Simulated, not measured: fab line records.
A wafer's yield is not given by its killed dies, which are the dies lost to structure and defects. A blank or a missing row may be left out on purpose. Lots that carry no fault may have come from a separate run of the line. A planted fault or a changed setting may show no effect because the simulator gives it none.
fab line records	flow nandHarc
[record] lots = 7	wafers = 21	lastDay = 23
route steps=1159 shown P_BONDPAD@359 END@1159
lots untouched by any fault: they come from a run of this same line in which no faults occurred
startH: the number of hours between the record's first day and the start of the first shown wafer of the lot	waitH: time in hours since the lot's previous step	" the same as in the row above	L1.1+2: a row that stands for several wafers	- value missing, or start not given	* or withheld: withheld	< > ~ a bound
route shown NAME@n: NAME is a module with steps in the file, n the number in the route of the first one	usual: mean and standard deviation over wafers with no fault	same: alike in all rows	chamber/n: place in a boat	sites: per-site readings	_std_site: how widely they spread, as a standard deviation	_edge_site: the outer-site mean with the inner-site mean subtracted	radiusMm: how far each site lies from the wafer's centre	mask NAME#n: copy n	behind: the last tool/chamber to shape the wafer	hold: what put the lot on hold/how long, in hours/how the hold closed	device: the transistor (n, p or np) that didn't switch	end of line: tests of these same wafers at the route's end	where a step has no rows: the recipe by itself	killed: dies lost to structure and defects at the first sort, not the wafer's yield	map: dies across one wafer; x = killed, . = not, _ = none there
set.NAME: the setting as run; set.NAME@STEP: as run at that earlier step	model.NAME: the simulator's own value behind a step, which no gauge read
certain route steps with their lots: each step a table, each wafer a row
services: when a tool's chamber went out of use (startH, in hours from the record's first day, below 0 if earlier), for how many hours, and the reason
[[steps]]
[step NHARC_P_BONDPAD_SOFTBAKE_04]
[recipe] tempC = 125	timeS = 70
[step NHARC_P_BONDPAD_EBR_05]
[step NHARC_P_BONDPAD_EXPOSE_06]
[recipe] na = 0.55	doseMj = 37.06	maskId = P_BPAD
[step NHARC_P_BONDPAD_PEB_07]
[recipe] pebTempC = 128	pebTimeS = 80
[step NHARC_P_BONDPAD_DEVELOP_08]
[recipe] timeS = 50	devTempC = 22
[step NHARC_P_BONDPAD_CD_MEAS_09]
[recipe] targetCdNm = 500	landingEnergyEv = 500
[usual] cdNm = 500.7/1.6
lot.wafer	tool	chamber	startH	waitH	cdNm
L870.1	cdSem-03	0	138.13	-	500.5
L870.4	"	0	"	"	499.1
L870.5	"	0	"	"	498.8
L874.2	cdSem-03	0	166.05	-	500.4
L874.3	"	0	"	"	499.0
L874.5	"	0	"	"	500.1
L881.1	cdSem-03	0	203.04	-	500.2
L881.3	"	0	"	"	500.9
L881.6	"	0	"	"	503.8
L882.4	cdSem-03	0	208.33	-	498.9
L882.5	"	0	"	"	500.2
L882.6	"	0	"	"	500.5
L883.1	cdSem-01	0	221.61	-	501.2
L883.3	"	0	"	"	498.4
L883.4	"	0	"	"	498.8
L887.3	cdSem-02	0	229.32	-	500.3
L887.5	"	0	"	"	500.1
L887.6	"	0	"	"	500.0
L892.4	cdSem-01	0	258.52	-	502.3
L892.5	"	0	"	"	501.5
L892.6	"	0	"	"	498.7
[step NHARC_P_BONDPAD_OVL_MEAS_38]
[usual] overlayXNm = -1/6	overlayYNm = 1/6.5
lot.wafer	tool	chamber	startH	waitH	overlayXNm	overlayYNm
L870.1	overlay-01	-	138.22	-	-2	15
L870.4	"	-	"	"	-2	16
L870.5	"	-	"	"	-2	16
L874.2	overlay-02	-	166.14	-	3	-3
L874.3	"	-	"	"	2	-3
L874.5	"	-	"	"	3	-3
L881.1	overlay-01	-	203.13	-	-7	-9
L881.3	"	-	"	"	-8	-9
L881.6	"	-	"	"	-7	-9
L882.4	overlay-01	-	208.41	-	8	1
L882.5	"	-	"	"	8	0
L882.6	"	-	"	"	9	0
L883.1	overlay-02	-	221.70	-	-4	-5
L883.3	"	-	"	"	-4	-5
L883.4	"	-	"	"	-4	-5
L887.3	overlay-02	-	229.41	-	1	7
L887.5	"	-	"	"	0	6
L887.6	"	-	"	"	1	6
L892.4	overlay-02	-	258.60	-	11	-2
L892.5	"	-	"	"	11	-2
L892.6	"	-	"	"	11	-2
[step NHARC_P_BONDPAD_HARDBAKE_10]
[recipe] tempC = 118	timeS = 65
[step NHARC_P_BONDPAD_DESCUM_11]
[recipe] timeS = 3	o2FlowSccm = 200	arFlowSccm = 0	biasPowerW = 0	chemistry = O2
[usual] drypumpMotorCurrentA = 5.9/0.64	oesProductAu = 0.997/0.0069	rfVppV = 57.9/0.91	showerheadPlenumPTorr = 1.95/0.076	throttleValvePct = 11.312/0.009
[same] biasPowerW = 0
lot.wafer	tool	chamber	startH	waitH	drypumpMotorCurrentA	oesProductAu	rfHoursCounterH	rfVppV	showerheadPlenumPTorr	throttleValvePct
L870.1	rieDiel-10	1	138.36	-	6.4	1.007	13	58.4	1.86	11.319
L870.4	"	3	"	"	4.9	0.993	13	58.5	1.93	11.310
L870.5	"	1	"	"	6.4	1.009	-	56.1	1.86	11.290
L874.2	rieDiel-10	1	166.26	-	6.4	0.994	15	58.5	1.86	11.310
L874.3	"	3	"	"	4.9	0.997	16	58.7	1.93	11.296
L874.5	"	2	"	"	6.3	0.989	-	57.1	2.04	11.310
L881.3	rieDiel-10	0	203.26	-	6.5	0.993	1	58.8	2.03	11.320
L881.1	"	2	"	"	6.3	0.997	2	58.2	2.04	11.319
L881.6	"	3	"	"	4.9	0.975	-	57.6	1.93	11.321
L882.5	rieDiel-06	3	208.57	-	5.3	0.981	-	59.1	2.02	11.291
L882.6	"	0	"	"	6.3	0.996	-	58.5	1.88	11.317
L882.4	"	2	"	"	5.2	1.000	-	56.1	1.90	11.307
L883.3	rieDiel-10	2	221.82	-	6.3	0.987	4	59.1	2.04	11.324
L883.4	"	3	"	"	4.9	0.993	4	56.9	1.93	11.302
L883.1	"	1	"	"	6.3	0.990	4	55.4	1.86	11.309
L887.3	rieDiel-10	1	229.55	-	6.4	0.989	4	58.9	1.86	11.330
L887.5	"	2	"	"	6.2	0.998	-	59.4	2.03	11.313
L887.6	"	1	"	"	6.4	1.003	-	57.2	1.86	11.303
L892.4	rieDiel-06	2	258.74	-	5.3	1.003	5	55.7	1.89	11.297
L892.6	"	2	"	"	5.2	1.004	-	57.9	1.89	11.305
L892.5	"	3	"	"	5.3	0.994	-	58.3	2.01	11.301
[step NHARC_P_BONDPAD_ETCH_37]
[recipe] targetDepthA = 600	overetchA = 180	timeS = 65.91	ionEnergyEv = 200	n2FlowSccm = 150	h2FlowSccm = 150	arFlowSccm = 0	rfW = 400	biasW = 150	chemistry = N2/H2
[usual] drypumpMotorCurrentA = 5.9/0.64	oesProductAu = 0.998/0.0073	rfVppV = 431.8/2.3	showerheadPlenumPTorr = 2.09/0.081	throttleValvePct = 14.173/0.0084
lot.wafer	tool	chamber	startH	waitH	drypumpMotorCurrentA	oesProductAu	rfHoursCounterH	rfVppV	showerheadPlenumPTorr	throttleValvePct
L870.4	rieDiel-10	3	138.44	0.1	4.9	1.001	13	432.1	2.06	14.174
L870.1	"	1	"	"	6.4	1.004	13	428.5	1.99	14.184
L870.5	"	3	"	"	4.9	0.994	-	431.1	2.06	14.174
L874.3	rieDiel-10	1	166.34	0.1	6.4	0.994	15	429.5	1.98	14.163
L874.2	"	2	"	"	6.3	1.001	14	434.0	2.17	14.159
L874.5	"	1	"	"	6.4	0.994	-	431.3	1.99	14.164
L881.1	rieDiel-10	1	203.34	0.1	6.4	0.997	2	430.1	1.98	14.161
L881.3	"	0	"	"	6.5	0.991	1	434.8	2.16	14.171
L881.6	"	2	"	"	6.3	0.999	-	434.9	2.17	14.177
L882.5	rieDiel-06	2	208.66	0.1	5.3	0.997	-	430.5	2.02	14.171
L882.4	"	3	"	"	5.4	0.991	-	433.2	2.15	14.167
L882.6	"	0	"	"	6.3	0.994	-	429.1	2.01	14.174
L883.4	rieDiel-10	1	221.91	0.1	6.4	0.994	4	428.1	1.98	14.168
L883.3	"	3	"	"	4.9	0.986	4	431.8	2.06	14.173
L883.1	"	0	"	"	6.5	0.992	4	433.5	2.16	14.183
L887.3	rieDiel-10	2	229.63	0.1	6.3	1.005	4	433.9	2.17	14.172
L887.6	"	2	"	"	6.3	0.998	-	433.4	2.17	14.171
L887.5	"	1	"	"	6.3	1.006	-	429.2	1.98	14.178
L892.4	rieDiel-06	3	258.89	0.1	5.4	1.009	4	433.2	2.15	14.171
L892.5	"	0	"	"	6.3	1.009	-	430.6	2.00	14.176
L892.6	"	1	"	"	5.4	1.018	-	435.5	2.16	14.178
[step NHARC_P_BONDPAD_ETCH_12]
[recipe] targetDepthA = 2000	timeS = 100	chf3FlowSccm = 50	o2FlowSccm = 10	arFlowSccm = 200	rfW = 500	biasW = 200	chemistry = CHF3/O2
[usual] chf3FlowSccm = 50.01/0.13	drypumpMotorCurrentA = 5.9/0.64	oesProductAu = 0.947/0.021	rfVppV = 371.5/2	showerheadPlenumPTorr = 2.45/0.088	throttleValvePct = 20.573/0.008
lot.wafer	tool	chamber	startH	waitH	chf3FlowSccm	drypumpMotorCurrentA	oesProductAu	rfHoursCounterH	rfVppV	showerheadPlenumPTorr	throttleValvePct
L870.1	rieDiel-10	3	-	-	49.97	4.9	0.928	13	370.5	2.43	20.574
L870.4	"	0	"	"	49.77	6.5	0.918	14	373.7	2.54	20.580
L870.5	"	3	"	"	49.83	4.9	0.913	-	374.1	2.43	20.574
L874.2	rieDiel-10	3	-	-	50.06	4.9	0.982	16	372.0	2.42	20.578
L874.3	"	0	"	"	50.06	6.5	0.964	16	373.6	2.54	20.579
L874.5	"	0	"	"	50.12	6.5	0.962	-	372.9	2.54	20.561
L881.3	rieDiel-10	2	-	-	50.05	6.3	0.980	2	374.0	2.55	20.560
L881.1	"	3	"	"	49.84	4.9	0.951	1	372.7	2.42	20.565
L881.6	"	0	"	"	49.98	6.5	0.967	-	372.1	2.54	20.568
L882.5	rieDiel-06	2	-	-	49.99	5.3	0.919	-	369.5	2.38	20.564
L882.6	"	3	"	"	49.85	5.4	0.920	-	372.8	2.53	20.580
L882.4	"	0	"	"	49.95	6.3	0.919	-	369.2	2.36	20.579
L883.1	rieDiel-10	2	-	-	50.05	6.3	0.921	4	373.0	2.55	20.578
L883.3	"	0	"	"	50.00	6.5	0.922	4	374.7	2.54	20.577
L883.4	"	1	"	"	50.22	6.4	0.922	4	369.5	2.34	20.572
L887.3	rieDiel-10	1	-	-	49.96	6.4	0.965	4	369.0	2.34	20.569
L887.5	"	3	"	"	50.13	4.9	0.956	-	370.7	2.42	20.580
L887.6	"	2	"	"	49.98	6.3	0.959	-	373.5	2.55	20.574
L892.4	rieDiel-06	1	-	-	50.00	5.4	0.952	5	374.7	2.54	20.568
L892.6	"	2	"	"	50.19	5.3	0.953	-	370.9	2.38	20.572
L892.5	"	3	"	"	50.07	5.4	0.949	-	372.2	2.52	20.565
[step NHARC_P_BONDPAD_CD_MEAS_13]
[usual] cdNm = 500.2/1.7
lot.wafer	tool	chamber	startH	waitH	cdNm
L870.1	cdSem-02	-	138.67	-	499.7
L870.4	"	-	"	"	498.7
L870.5	"	-	"	"	497.6
L874.2	cdSem-03	-	166.58	-	499.3
L874.3	"	-	"	"	500.4
L874.5	"	-	"	"	500.6
L881.1	cdSem-01	-	203.58	-	499.5
L881.3	"	-	"	"	500.2
L881.6	"	-	"	"	504.2
L882.4	cdSem-02	-	208.94	-	497.7
L882.5	"	-	"	"	499.3
L882.6	"	-	"	"	500.0
L883.1	cdSem-02	-	222.14	-	500.1
L883.3	"	-	"	"	498.3
L883.4	"	-	"	"	497.5
L887.3	cdSem-03	-	229.90	-	500.0
L887.5	"	-	"	"	499.6
L887.6	"	-	"	"	500.5
L892.4	cdSem-02	-	259.12	-	502.4
L892.5	"	-	"	"	500.8
L892.6	"	-	"	"	498.2
[step NHARC_P_BONDPAD_STRIP_15]
[recipe] o2FlowSccm = 500	arFlowSccm = 0	biasW = 0	chemistry = O2
[usual] biasW = 0/0	chamberPressureMTorr = 60.00/0.061	drypumpMotorCurrentA = 5.9/0.64	oesProductAu = 0.998/0.0077	rfVppV = 57.9/0.88	showerheadPlenumPTorr = 3.60/0.12	throttleValvePct = 17.037/0.0096
lot.wafer	tool	chamber	startH	waitH	biasW	chamberPressureMTorr	drypumpMotorCurrentA	oesProductAu	rfHoursCounterH	rfVppV	showerheadPlenumPTorr	throttleValvePct
L870.1	rieDiel-06	2	138.80	0.1	0	59.92	5.2	0.980	21	56.7	3.52	17.040
L870.4	"	3	"	"	0	60.03	5.4	0.996	-	57.9	3.73	17.052
L870.5	"	0	"	"	0	59.98	6.3	0.985	-	57.7	3.50	17.042
L874.3	rieDiel-10	1	166.66	0.1	0	59.97	6.4	0.995	15	57.3	3.44	17.043
L874.2	"	2	"	"	0	59.90	6.3	1.008	14	57.8	3.74	17.039
L874.5	"	1	"	"	0	60.07	6.4	1.007	-	57.6	3.44	17.036
L881.3	rieDiel-10	0	203.66	0.1	-	-	-	-	-	-	-	-
L881.1	"	3	"	"	-	-	-	-	-	-	-	-
L881.6	"	0	"	"	-	-	-	-	-	-	-	-
L882.4	rieDiel-10	1	209.03	0.1	-	-	-	-	-	-	-	-
L882.6	"	0	"	"	-	-	-	-	-	-	-	-
L882.5	"	1	"	"	-	-	-	-	-	-	-	-
L883.1	rieDiel-06	3	222.23	0.1	-	-	-	-	-	-	-	-
L883.3	"	0	"	"	-	-	-	-	-	-	-	-
L883.4	"	2	"	"	-	-	-	-	-	-	-	-
L887.3	rieDiel-10	3	229.97	0.1	0	59.98	4.9	0.997	4	57.9	3.56	17.042
L887.5	"	3	"	"	0	60.06	4.9	0.990	-	57.7	3.56	17.049
L887.6	"	1	"	"	0	59.96	6.4	1.006	-	56.4	3.44	17.031
L892.4	rieDiel-10	2	259.22	0.1	0	59.95	6.3	0.997	7	59.2	3.74	17.035
L892.5	"	0	"	"	0	59.97	6.5	1.001	-	59.2	3.72	17.025
L892.6	"	1	"	"	0	59.89	6.4	1.005	-	57.3	3.44	17.041
[step NHARC_P_BONDPAD_ETCH_24]
[recipe] targetDepthA = 300	overEtchFrac = 0.3	timeS = 72.99	ionEnergyEv = 150	cf4FlowSccm = 50	n2FlowSccm = 100	arFlowSccm = 150	rfW = 300	biasW = 100	chemistry = CF4/N2
[usual] drypumpMotorCurrentA = 5.9/0.64	oesProductAu = 0.998/0.007	rfVppV = 315.0/1.8	showerheadPlenumPTorr = 2.68/0.095	throttleValvePct = 19.795/0.0091
lot.wafer	tool	chamber	startH	waitH	drypumpMotorCurrentA	oesProductAu	rfHoursCounterH	rfVppV	showerheadPlenumPTorr	throttleValvePct
L870.1	rieDiel-06	3	138.96	0.1	5.4	1.000	22	316.9	2.78	19.798
L870.4	"	0	"	"	6.3	0.990	-	313.1	2.60	19.793
L870.5	"	2	"	"	5.3	1.004	-	314.4	2.62	19.782
L874.3	rieDiel-10	1	-	-	6.4	0.997	15	311.9	2.56	19.791
L874.2	"	3	"	"	4.9	1.005	16	314.5	2.65	19.785
L874.5	"	0	"	"	6.5	0.997	-	316.9	2.77	19.787
L881.1	rieDiel-10	2	203.81	0.1	6.3	0.996	2	316.0	2.78	19.804
L881.3	"	1	"	"	6.4	1.001	2	313.8	2.56	19.781
L881.6	"	2	"	"	6.3	1.009	-	315.0	2.78	19.788
L882.4	rieDiel-10	0	209.17	0.1	6.5	0.999	2	316.5	2.77	19.791
L882.6	"	3	"	"	4.9	0.995	-	314.7	2.65	19.789
L882.5	"	0	"	"	6.5	1.002	-	316.9	2.77	19.790
L883.1	rieDiel-06	3	222.40	0.1	5.4	1.004	64	316.7	2.76	19.791
L883.3	"	2	"	"	5.3	0.999	57	313.0	2.60	19.818
L883.4	"	0	"	"	6.3	0.998	-	314.1	2.58	19.781
L887.3	rieDiel-10	1	230.17	0.2	6.4	1.004	4	314.2	2.56	19.793
L887.6	"	1	"	"	6.3	1.007	-	313.4	2.56	19.788
L887.5	"	2	"	"	6.3	0.993	-	316.7	2.78	19.802
L892.4	rieDiel-10	0	-	-	6.5	1.008	6	318.1	2.77	19.811
L892.6	"	0	"	"	6.5	1.004	-	315.5	2.77	19.799
L892.5	"	1	"	"	6.4	0.998	-	313.7	2.56	19.795
[step NHARC_END_SORT_01]
[recipe] tempC = 25
[usual] defectLimitedYield = 95.2/1.6	killedAtArray = 28/11	killedAtOther = 0.8/1.3	killedAtPeriphery = 3.6/2.5	killedDies = 32/11	killedOpen = 3.0/1.8	killedShort = 2.0/1.5	sort_bin_2_pct = 1.5/0.66	sort_bin_3_pct = 0.25/0.23	sort_bin_4_pct = 3.0/1.1	sortNPass = 645/11	sortRimYieldPct = 96.0/2.9	sortYieldPct = 95.2/1.6
[same] grossDies = 677	sort_bin_5_pct[%] = 0	sort_bin_6_pct[%] = 0	sort_bin_7_pct[%] = 0	sort_bin_8_pct[%] = 0	sortRimNGross = 106.00
lot.wafer	tool	chamber	startH	waitH	hold	defectLimitedYield[%]	killedAtArray	killedAtOther	killedAtPeriphery	killedDies	killedOpen	killedShort	sort_bin_2_pct[%]	sort_bin_3_pct[%]	sort_bin_4_pct[%]	sortNPass	sortRimYieldPct[%]	sortYieldPct[%]
L874.2	prober-02	0	493.69	2.8	-	97.3	11	3	4	18	2	2	1.2	0.15	1.3	659	99.1	97.3
L874.3	prober-02	0	494.50	3.1	-	98.1	9	3	1	13	1	1	0.1	0.15	1.6	664	99.1	98.1
L874.5	prober-02	0	496.10	3.7	-	96.6	18	1	4	23	2	1	1.3	0	2.1	654	97.2	96.6
L881.1	prober-01	0	516.52	2.5	awaitDispo/7.6h/scrap	0	27	0	650	677	2	3	96.5	1.03	2.5	0	0	0
L881.3	prober-01	0	518.14	3.1	awaitDispo/7.6h/scrap	0	30	0	647	677	0	3	97.3	0.15	2.5	0	0	0
L881.6	prober-01	0	520.58	4.1	awaitDispo/7.6h/scrap	0	21	0	656	677	5	1	97.5	0.15	2.4	0	0	0
L882.4	prober-02	0	518.76	3.4	awaitDispo/3.2h/scrap	0	33	0	644	677	2	0	96.3	0.15	3.5	0	0	0
L882.5	prober-02	0	519.57	3.7	awaitDispo/3.2h/scrap	0	36	0	641	677	6	2	96.0	0	4.0	0	0	0
L882.6	prober-02	0	520.37	4.0	awaitDispo/3.2h/scrap	0	31	0	646	677	2	1	97.3	0.15	2.5	0	0	0
L883.1	prober-02	0	524.24	2.5	awaitDispo/1.5h/scrap	0	25	0	652	677	5	1	98.1	0.44	1.5	0	0	0
L883.3	prober-02	0	525.83	3.1	awaitDispo/1.5h/scrap	0	25	0	652	677	3	1	97.6	0.30	2.1	0	0	0
L883.4	prober-02	0	526.62	3.4	awaitDispo/1.5h/scrap	0	36	0	641	677	3	3	96.0	0	4.0	0	0	0
L887.3	prober-02	0	541.60	3.1	-	93.6	27	6	10	43	3	2	1.5	0.59	4.3	634	91.5	93.6
L887.5	prober-02	0	543.17	3.6	-	94.7	25	2	9	36	4	2	1.6	0.30	3.4	641	96.2	94.7
L887.6	prober-02	0	543.96	3.9	-	95.7	20	1	8	29	6	0	0.9	0.30	3.1	648	94.3	95.7
L892.4	prober-02	0	558.61	3.4	-	95.3	32	0	0	32	4	1	1.3	0.89	2.5	645	95.3	95.3
L892.5	prober-02	0	559.41	3.7	-	95.9	27	0	1	28	2	0	1.6	0.30	2.2	649	99.1	95.9
L892.6	prober-02	0	560.21	4.0	-	95.4	30	0	1	31	3	3	0.7	0.15	3.7	646	92.5	95.4
// killed by level:class
L874.2 A_STAIRCASE:chamberFilmFlake=3 THIN_TSV:chamberFilmFlake=3 P_ZERO_WELL:chamberFilmFlake=2 A_CHANNEL_HOLE_D1:chamberFilmFlake=2 A_CONTACT:chamberFilmFlake=2 P_M1:geometricParticle:short=1 A_SOURCE_PLATE:geometricParticle:open=1 A_ONON_D1:geometricParticle:short=1
L874.3 A_CHANNEL_HOLE_D1:chamberFilmFlake=3 THIN_TSV:chamberFilmFlake=3 A_STAIRCASE:chamberFilmFlake=2 A_SLIT:chamberFilmFlake=2 A_CONTACT:geometricParticle:open=1 A_M0:geometricParticle:short=1 P_M1:chamberFilmFlake=1
L874.5 A_CHANNEL_HOLE_D1:chamberFilmFlake=6 A_STAIRCASE:chamberFilmFlake=5 A_ONON_D1:geometricParticle:open=2 P_STI:chamberFilmFlake=2 A_CONTACT:chamberFilmFlake=2 A_CHANNEL_FILL_D1:geometricParticle:short=1 P_ZERO_WELL:chamberFilmFlake=1 P_GATE:chamberFilmFlake=1
L881.1 P_BONDPAD:areaStrip=639 A_CHANNEL_HOLE_D1:chamberFilmFlake=17 P_CONTACT:chamberFilmFlake=6 A_M1:chamberFilmFlake=4 A_STAIRCASE:chamberFilmFlake=2 A_CONTACT:chamberFilmFlake=2 P_GATE:geometricParticle:open=1 P_M0:geometricParticle:short=1
L881.3 P_BONDPAD:areaStrip=647 A_CHANNEL_HOLE_D1:chamberFilmFlake=20 A_STAIRCASE:chamberFilmFlake=4 A_M1:chamberFilmFlake=2 A_SOURCE_PLATE:geometricParticle:short=1 A_ONON_D1:geometricParticle:short=1 A_WL_FILL:geometricParticle:short=1 A_CONTACT:chamberFilmFlake=1
L882.4 P_BONDPAD:areaStrip=643 A_SLIT:chamberFilmFlake=19 A_STAIRCASE:chamberFilmFlake=6 A_CHANNEL_HOLE_D1:chamberFilmFlake=3 A_ZERO_WELL:chamberFilmFlake=2 A_CONTACT:chamberFilmFlake=2 P_M0:geometricParticle:open=1 A_BLC:geometricParticle:open=1
L882.5 P_BONDPAD:areaStrip=638 A_SLIT:chamberFilmFlake=17 A_CHANNEL_HOLE_D1:chamberFilmFlake=9 A_STAIRCASE:chamberFilmFlake=3 A_BLC:geometricParticle:open=2 P_M0:geometricParticle:open=1 P_M1:geometricParticle:short=1 A_ONON_D1:geometricParticle:open=1
L882.6 P_BONDPAD:areaStrip=645 A_SLIT:chamberFilmFlake=13 A_CHANNEL_HOLE_D1:chamberFilmFlake=7 A_STAIRCASE:chamberFilmFlake=4 A_CONTACT:chamberFilmFlake=3 P_CONTACT:geometricParticle:open=1 A_CONTACT:geometricParticle:short=1 A_M0:geometricParticle:open=1
L881.6 P_BONDPAD:areaStrip=652 A_CHANNEL_HOLE_D1:chamberFilmFlake=5 P_CONTACT:chamberFilmFlake=4 A_STAIRCASE:chamberFilmFlake=4 A_CONTACT:geometricParticle:open=3 A_M1:chamberFilmFlake=3 A_ONON_D1:geometricParticle:open=2 A_CONTACT:chamberFilmFlake=2
L883.1 P_BONDPAD:areaStrip=651 A_CHANNEL_HOLE_D1:chamberFilmFlake=14 A_M0:geometricParticle:open=2 A_STAIRCASE:chamberFilmFlake=2 A_CONTACT:chamberFilmFlake=2 P_CONTACT:geometricParticle:open=1 A_ONON_D1:geometricParticle:open=1 A_ONON_D1:geometricParticle:short=1
L883.3 P_BONDPAD:areaStrip=649 A_CHANNEL_HOLE_D1:chamberFilmFlake=13 A_CONTACT:chamberFilmFlake=5 P_STI:chamberFilmFlake=2 A_STAIRCASE:chamberFilmFlake=2 A_CHANNEL_HOLE_D1:geometricParticle:short=1 A_WL_FILL:geometricParticle:open=1 A_CONTACT:geometricParticle:open=1
L883.4 P_BONDPAD:areaStrip=639 A_CHANNEL_HOLE_D1:chamberFilmFlake=24 A_CONTACT:chamberFilmFlake=6 P_ZERO_WELL:geometricParticle:short=1 A_ONON_D1:geometricParticle:open=1 A_CHANNEL_FILL_D1:geometricParticle:open=1 A_SGD_CUT:geometricParticle:short=1 A_M0:geometricParticle:short=1
L887.3 A_CHANNEL_HOLE_D1:chamberFilmFlake=7 A_CONTACT:chamberFilmFlake=7 THIN_TSV:chamberFilmFlake=6 P_M2:chamberFilmFlake=4 A_STAIRCASE:chamberFilmFlake=3 A_WL_FILL:chamberFilmFlake=3 P_ZERO_WELL:chamberFilmFlake=2 A_CHANNEL_FILL_D1:chamberFilmFlake=2
L887.5 A_CHANNEL_HOLE_D1:chamberFilmFlake=9 A_STAIRCASE:chamberFilmFlake=5 A_CONTACT:chamberFilmFlake=4 P_ZERO_WELL:chamberFilmFlake=3 P_STI:chamberFilmFlake=2 P_M1:chamberFilmFlake=2 THIN_TSV:chamberFilmFlake=2 P_CONTACT:geometricParticle:open=1
L887.6 A_CHANNEL_HOLE_D1:chamberFilmFlake=8 A_M0:geometricParticle:open=3 P_M2:chamberFilmFlake=3 A_STAIRCASE:chamberFilmFlake=3 A_CHANNEL_FILL_D1:geometricParticle:open=2 P_ZERO_WELL:chamberFilmFlake=2 P_GATE:chamberFilmFlake=2 A_CONTACT:chamberFilmFlake=2
L892.4 A_CHANNEL_HOLE_D1:chamberFilmFlake=22 A_CONTACT:chamberFilmFlake=3 A_SOURCE_PLATE:geometricParticle:open=1 A_ONON_D1:geometricParticle:open=1 A_WL_FILL:geometricParticle:short=1 A_CONTACT:geometricParticle:open=1 A_M0:geometricParticle:open=1 A_STAIRCASE:chamberFilmFlake=1
L892.5 A_CHANNEL_HOLE_D1:chamberFilmFlake=21 A_STAIRCASE:chamberFilmFlake=3 A_CONTACT:chamberFilmFlake=2 P_GATE:geometricParticle:open=1 A_ONON_D1:geometricParticle:open=1
L892.6 A_CHANNEL_HOLE_D1:chamberFilmFlake=13 A_STAIRCASE:chamberFilmFlake=9 A_CONTACT:chamberFilmFlake=3 A_CHANNEL_FILL_D1:geometricParticle:open=2 P_STI:geometricParticle:short=1 A_CHANNEL_FILL_D1:geometricParticle:short=1 A_SGD_CUT:geometricParticle:short=1 A_CONTACT:geometricParticle:open=1
// map L881.1 (x killed, . not)
____________x____________
_________xxxxxxx_________
_______xxxxxxxxxxx_______
______xxxxxxxxxxxxx______
_____xxxxxxxxxxxxxxx_____
____xxxxxxxxxxxxxxxxx____
____xxxxxxxxxxxxxxxxx____
___xxxxxxxxxxxxxxxxxxx___
___xxxxxxxxxxxxxxxxxxx___
__xxxxxxxxxxxxxxxxxxxxx__
__xxxxxxxxxxxxxxxxxxxxx__
_xxxxxxxxxxxxxxxxxxxxxxx_
_xxxxxxxxxxxxxxxxxxxxxxx_
_xxxxxxxxxxxxxxxxxxxxxxx_
_xxxxxxxxxxxxxxxxxxxxxxx_
_xxxxxxxxxxxxxxxxxxxxxxx_
xxxxxxxxxxxxxxxxxxxxxxxxx
xxxxxxxxxxxxxxxxxxxxxxxxx
xxxxxxxxxxxxxxxxxxxxxxxxx
xxxxxxxxxxxxxxxxxxxxxxxxx
xxxxxxxxxxxxxxxxxxxxxxxxx
_xxxxxxxxxxxxxxxxxxxxxxx_
_xxxxxxxxxxxxxxxxxxxxxxx_
_xxxxxxxxxxxxxxxxxxxxxxx_
_xxxxxxxxxxxxxxxxxxxxxxx_
_xxxxxxxxxxxxxxxxxxxxxxx_
__xxxxxxxxxxxxxxxxxxxxx__
__xxxxxxxxxxxxxxxxxxxxx__
___xxxxxxxxxxxxxxxxxxx___
___xxxxxxxxxxxxxxxxxxx___
____xxxxxxxxxxxxxxxxx____
____xxxxxxxxxxxxxxxxx____
_____xxxxxxxxxxxxxxx_____
______xxxxxxxxxxxxx______
_______xxxxxxxxxxx_______
_________xxxxxxx_________
____________x____________
// map L882.4 (x killed, . not)
____________x____________
_________xxxxxxx_________
_______xxxxxxxxxxx_______
______xxxxxxxxxxxxx______
_____xxxxxxxxxxxxxxx_____
____xxxxxxxxxxxxxxxxx____
____xxxxxxxxxxxxxxxxx____
___xxxxxxxxxxxxxxxxxxx___
___xxxxxxxxxxxxxxxxxxx___
__xxxxxxxxxxxxxxxxxxxxx__
__xxxxxxxxxxxxxxxxxxxxx__
_xxxxxxxxxxxxxxxxxxxxxxx_
_xxxxxxxxxxxxxxxxxxxxxxx_
_xxxxxxxxxxxxxxxxxxxxxxx_
_xxxxxxxxxxxxxxxxxxxxxxx_
_xxxxxxxxxxxxxxxxxxxxxxx_
xxxxxxxxxxxxxxxxxxxxxxxxx
xxxxxxxxxxxxxxxxxxxxxxxxx
xxxxxxxxxxxxxxxxxxxxxxxxx
xxxxxxxxxxxxxxxxxxxxxxxxx
xxxxxxxxxxxxxxxxxxxxxxxxx
_xxxxxxxxxxxxxxxxxxxxxxx_
_xxxxxxxxxxxxxxxxxxxxxxx_
_xxxxxxxxxxxxxxxxxxxxxxx_
_xxxxxxxxxxxxxxxxxxxxxxx_
_xxxxxxxxxxxxxxxxxxxxxxx_
__xxxxxxxxxxxxxxxxxxxxx__
__xxxxxxxxxxxxxxxxxxxxx__
___xxxxxxxxxxxxxxxxxxx___
___xxxxxxxxxxxxxxxxxxx___
____xxxxxxxxxxxxxxxxx____
____xxxxxxxxxxxxxxxxx____
_____xxxxxxxxxxxxxxx_____
______xxxxxxxxxxxxx______
_______xxxxxxxxxxx_______
_________xxxxxxx_________
____________x____________
[[services]]
tool	chamber	startH	hours	kind
rieDiel-06	1	122.87	117.7	repair
rieDiel-06	-	123.59	0.3	repair
rieDiel-10	0	131.01	-	clean
rieDiel-10	1	131.01	-	clean
rieDiel-10	2	131.01	-	clean
rieDiel-10	3	131.01	-	clean
rieDiel-06	2	144.43	4.2	repair
rieDiel-10	0	155.51	-	clean
rieDiel-10	1	155.51	-	clean
rieDiel-10	2	155.51	-	clean
rieDiel-10	3	155.51	-	clean
rieDiel-06	3	160.74	2.2	repair
rieDiel-10	0	168.76	4.2	repair
rieDiel-10	-	176.50	9.0	pm
rieDiel-10	0	176.50	9.0	ventCycle
rieDiel-10	1	176.50	9.0	ventCycle
rieDiel-10	2	176.50	9.0	ventCycle
rieDiel-10	3	176.50	9.0	ventCycle
rieDiel-06	2	176.55	5.8	repair
rieDiel-10	0	185.50	-	clean
rieDiel-10	1	185.50	-	clean
rieDiel-10	0	226.54	8.8	repair
rieDiel-06	0	233.51	3.0	repair
rieDiel-06	-	241.20	9.0	pm
[[key]]
[firstSign] step = NHARC_P_BONDPAD_STRIP_15	reading = toolRecord	direction = missing
[effect] step = NHARC_END_SORT_01	reading = killedAtPeriphery	direction = up	sigmas = 99+	usual = 3.6	struck = 647.7
[moreKillsBornAt] NHARC_P_BONDPAD_STRIP_15@rieDiel-10 = 3864	NHARC_P_BONDPAD_STRIP_15@rieDiel-06 = 1939
metAt NHARC_P_BONDPAD_STRIP_15
struckWafers L881.1,L881.3,L881.6,L882.4,L882.5,L882.6,L883.1,L883.3,L883.4
laterRowsLeftOut L881.1,L881.3,L881.6,L882.4,L882.5,L882.6,L883.1,L883.3,L883.4
onsetBetween 166.66 203.66
[fault] kind = skippedStepWhole	tool = rieDiel-06,rieDiel-10	chamber = -	onsetH = 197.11	steps = NHARC_P_BONDPAD_STRIP_15	scope = struckLotsOnly
// laterRowsLeftOut: the simulator's readings of these wafers behind a module that went badly wrong aren't trusted and aren't shown, but for the sort
